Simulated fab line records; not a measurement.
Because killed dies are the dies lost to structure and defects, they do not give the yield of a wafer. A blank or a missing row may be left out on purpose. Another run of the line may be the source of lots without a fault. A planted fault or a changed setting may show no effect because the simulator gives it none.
Matching of chambers	flow n5_finfet	N5_HKMG_FIN_CVD_62 on thermal_cvd_si-02 has 3 sister chambers
The step deposits a-Si from Si2H6, target thk 3 nm, time 20.8 s. 3 wafers are shown with their chamber, then 9 later ones without.

WAFERS PAIRED WITH THEIR CHAMBERS
wafer	chamber	heater_power_w (W)
L081.6	0	1250
L087.5	2	1756
L087.6	1	1781

WAFERS MISSING THEIR CHAMBER
wafer	heater_power_w (W)
L089.1	1735
L089.5	1711
L089.6	1732
L093.3	1726
L093.4	1769
L093.6	1748
L096.2	1742
L096.3	1254
L096.6	1717

CHAMBER TAKEN BY EACH
wafer	from the rows above	in truth
L089.1	can't be placed: 2 or 1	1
L089.5	can't be placed: 2 or 1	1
L089.6	can't be placed: 2 or 1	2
L093.3	can't be placed: 2 or 1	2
L093.4	can't be placed: 1 or 2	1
L093.6	can't be placed: 2 or 1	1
L096.2	can't be placed: 2 or 1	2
L096.3	0	0
L096.6	can't be placed: 2 or 1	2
1 of 9 placed correctly. Unplaceable from these rows: 8, with the true chamber sitting among the candidates in 8. Placed wrongly: 0.
How it was worked out, from the rows above alone: a wafer's distance from a chamber is the root of the sum, over the readings, of the square of ((its reading less the chamber's mean) divided by the reading's scatter). If the next closest chamber is less than 2 further off than the closest, the wafer can't be placed; otherwise it belongs to the closest. For every chamber, the mean is computed from those of its wafers that are shown. The scatter: root of mean squared gap, hidden wafer to nearest shown wafer, with one shown wafer a chamber.
